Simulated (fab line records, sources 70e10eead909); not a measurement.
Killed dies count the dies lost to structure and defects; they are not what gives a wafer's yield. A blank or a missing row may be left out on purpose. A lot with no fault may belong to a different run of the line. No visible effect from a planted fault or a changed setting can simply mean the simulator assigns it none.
Chamber matching    flow nandHarc    NHARC_A_M0_CMP_23 on cmp-01 has 4 sister chambers
The step polishes, t overpolish 20 s, target thk 113.75 nm. 8 wafers are shown with their chamber, then 6 later ones without.

## WAFERS, EACH WITH ITS CHAMBER
wafer   chamber  motorCurrentA (A)  timeToEndpointS (s)
L108.4  3        12.1               29.5
L116.1  1        11.5               25.2
L116.4  2        13.0               26.2
L115.3  3        11.9               31.5
L115.5  2        14.1               25.3
L114.4  0        13.6               27.3
L114.5  0        13.9               28.1
L114.6  1        11.5               24.4

## WAFERS WITH NO CHAMBER GIVEN
wafer   motorCurrentA (A)  timeToEndpointS (s)
L120.1  11.4               25.2
L120.2  14.0               27.8
L120.4  12.2               30.4
L119.2  12.5               29.5
L119.5  13.1               27.1
L119.6  12.0               25.2

## WHICH CHAMBER EACH ONE RAN IN
wafer   from the rows above      in truth
L120.1  1                        1
L120.2  can't be placed: 0 or 2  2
L120.4  3                        3
L119.2  3                        3
L119.5  can't be placed: 0 or 2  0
L119.6  1                        1
4 of 6 placed correctly. Can't be placed from these rows: 2 (the true chamber is among the candidates in 2). Wrongly placed: 0.
How it was worked out, from the rows above alone: a wafer's distance from a chamber is the root of the sum, over the readings, of the square of ((its reading less the chamber's mean) divided by the reading's scatter). If the next closest chamber is less than 2 further off than the closest, the wafer can't be placed; otherwise it belongs to the closest. A chamber's mean is the mean of its shown wafers. The scatter: the root of (the sum of the squares of (reading less its chamber's mean) over the shown wafers, divided by (wafers less chambers)).
